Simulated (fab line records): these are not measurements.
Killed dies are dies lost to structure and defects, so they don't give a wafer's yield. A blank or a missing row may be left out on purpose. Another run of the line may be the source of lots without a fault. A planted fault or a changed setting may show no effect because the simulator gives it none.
Matching of chambers | flow n5 finfet | 3 sister chambers for N5_BEOL_M7_CURE_75 on uv cure-01
The step cures SiCOH lowk, time 120 s. 3 wafers are shown with their chamber, then 11 later ones without.

## WAFERS, EACH WITH ITS CHAMBER
wafer  | chamber | wafer_temp_C_max
L083.6 | 1       | 371.3
L088.6 | 2       | 371.1
L089.2 | 0       | 372.0

## WAFERS WITHOUT THEIR CHAMBER
wafer  | wafer_temp_C_max
L089.3 | 371.6
L089.6 | 371.9
L092.3 | 371.9
L092.4 | 372.0
L092.6 | 371.5
L093.1 | 372.1
L093.3 | 371.9
L093.4 | 371.7
L097.1 | 370.9
L097.2 | 371.4
L097.4 | 371.1

## THE CHAMBER EACH PASSED THROUGH
wafer  | from the rows above          | in truth
L089.3 | can't be placed: 1 or 0 or 2 | 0
L089.6 | 0                            | 0
L092.3 | 0                            | 0
L092.4 | 0                            | 0
L092.6 | can't be placed: 1 or 2 or 0 | 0
L093.1 | 0                            | 0
L093.3 | 0                            | 0
L093.4 | can't be placed: 0 or 1 or 2 | 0
L097.1 | can't be placed: 2 or 1      | 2
L097.2 | can't be placed: 1 or 2      | 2
L097.4 | can't be placed: 2 or 1      | 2
Correctly placed: 5 of 11. Can't be placed from these rows: 6 (the true chamber is among the candidates in 6). Wrongly placed: 0.
How it was worked out, from the rows above alone: a wafer's distance from a chamber is the root of the sum, over the readings, of the square of ((its reading less the chamber's mean) divided by the reading's scatter). If the next closest chamber is less than 2 further off than the closest, the wafer can't be placed; otherwise it belongs to the closest. The mean given for a chamber averages the wafers shown for that chamber. The scatter (one wafer shown for each chamber): square how far every hidden wafer sits from the nearest shown wafer, average those squares and take the square root.
